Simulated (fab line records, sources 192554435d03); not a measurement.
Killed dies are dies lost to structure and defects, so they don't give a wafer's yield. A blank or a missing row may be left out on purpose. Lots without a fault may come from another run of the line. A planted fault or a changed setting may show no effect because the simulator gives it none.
Split-lot experiment | flow n5_finfet | 7 lots, 21 wafers read, on a route of 1938 steps

THE SPLIT
At N5_BEOL_M4_COAT_22 (resist thk 30 nm), the setting spin_rpm was moved away from the recipe's 1500 rpm on 6 of the 21 wafers read, by -9.7% to +8.2%. The other wafers ran this setting at the recipe's value.

FROM THE SPLIT TO THE READING: what the file shows between them, 4 steps
- N5_BEOL_M4_EBR_24
- N5_BEOL_M4_SOFTBAKE_23: time 60 s
- N5_BEOL_M4_DESCUM_33: chemistry O2, time 7 s
- N5_BEOL_M4_ETCH_77: etches underlayer in N2/H2, target depth 6.5 nm, time 5.2 s

THE READING
CAR-EUV_of_BEOL_M4_COAT_22.thk_nm (the simulator's own value, which no gauge read), in nm, at N5_BEOL_M4_ETCH_69 (etches SiARC in CF4, target depth 15.6 nm, time 26 s). The file gives no usual value for it. The 15 wafers here that ran the recipe average 11.1 nm, standard deviation 0.1 nm.

wafer  | tool, chamber at the split | spin_rpm as run, rpm | against the recipe | CAR-EUV_of_BEOL_M4_COAT_22.thk_nm, nm | against lot-mates on the recipe
L075.1 | litho_track-01, 0          | 1500                 | recipe             | 11                                    | -
L075.2 | litho_track-01, 0          | 1500                 | recipe             | 11                                    | -
L075.5 | litho_track-01, 0          | 1500                 | recipe             | 11.2                                  | -
L080.2 | litho_track-04, 0          | 1500                 | recipe             | 11                                    | -
L080.5 | litho_track-04, 0          | 1500                 | recipe             | 11                                    | -
L080.6 | litho_track-04, 0          | 1456                 | -2.9%              | 11.4                                  | +0.4
L081.1 | litho_track-01, 0          | 1604                 | +6.9%              | 10.2                                  | -1.0
L081.3 | litho_track-01, 0          | 1500                 | recipe             | 11.2                                  | -
L081.5 | litho_track-01, 0          | 1500                 | recipe             | 11.2                                  | -
L084.1 | litho_track-05, 0          | 1500                 | recipe             | 11.2                                  | -
L084.2 | litho_track-05, 0          | 1500                 | recipe             | 11.2                                  | -
L084.3 | litho_track-05, 0          | 1394                 | -7.1%              | 12.2                                  | +1.0
L088.2 | litho_track-04, 0          | 1500                 | recipe             | 11.2                                  | -
L088.3 | litho_track-04, 0          | 1500                 | recipe             | 11                                    | -
L088.5 | litho_track-04, 0          | 1500                 | recipe             | 11                                    | -
L092.1 | litho_track-04, 0          | 1355                 | -9.7%              | 12.6                                  | +1.6
L092.5 | litho_track-04, 0          | 1355                 | -9.7%              | 12.6                                  | +1.6
L092.4 | litho_track-04, 0          | 1500                 | recipe             | 11                                    | -
L096.1 | litho_track-01, 0          | 1500                 | recipe             | 11.2                                  | -
L096.2 | litho_track-01, 0          | 1500                 | recipe             | 11.2                                  | -
L096.3 | litho_track-01, 0          | 1623                 | +8.2%              | 10.2                                  | -1.0

THE FIT
A straight line over all 21 wafers: CAR-EUV_of_BEOL_M4_COAT_22.thk_nm changes by -0.141 nm for each +1% of spin_rpm; r = -0.98; the points scatter about the line by 0.12 nm.
The same after taking each lot's own level away (the mean of its wafers on the recipe; 21 wafers): -0.15 nm for each +1%; r = -0.99; scatter 0.088 nm.
On that fit, the largest move of spin_rpm shifts the reading by 1.4 nm.
The lots' own levels span 11.00 to 11.20 nm, that is 2.0 times the standard deviation above.
So the lot-to-lot level changes the slope little: the two slopes agree.
Check: with one of the wafers moved furthest among these (-9.7%) left out of the fit, the line predicts +1.42 nm for it against its lot-mates. It came out at +1.6 nm against them.

OTHER SPLITS ON THESE WAFERS
These wafers also went through other splits before the reading. Each is held against what the fit with the lots' levels taken away leaves over:
other split on the same wafers | wafers away from the commonest value | r with CAR-EUV_of_BEOL_M4_COAT_22.thk_nm (lot level and that fit taken away)
N5_BEOL_M3_EXPOSE_08 dose_mj   | 6                                    | -0.07
N5_BEOL_M4_COAT_05 spin_rpm    | 7                                    | +0.16
N5_BEOL_M4_DESCUM_16 time_s    | 6                                    | +0.10
N5_BEOL_M4_COAT_67 spin_rpm    | 8                                    | +0.10

THE WHOLE CHAIN: every reading that the file lists as answering this split, in the file's order
step               | what it does                                         | reading                                                                            | change (the file's fit)               | r (the file's)
N5_BEOL_M4_COAT_22 | resist thk 30 nm                                     | CAR-EUV_of_BEOL_M4_COAT_22.thk_nm (the simulator's own value, which no gauge read) | -0.155 nm for each +1% of the setting | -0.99
N5_BEOL_M4_ETCH_69 | etches SiARC in CF4, target depth 15.6 nm, time 26 s | CAR-EUV_of_BEOL_M4_COAT_22.thk_nm (the simulator's own value, which no gauge read) | -0.145 nm for each +1% of the setting | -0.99

THE FILE'S OWN FIT
CAR-EUV_of_BEOL_M4_COAT_22.thk_nm changes by -0.145 nm for each +1% of spin_rpm, r = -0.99.
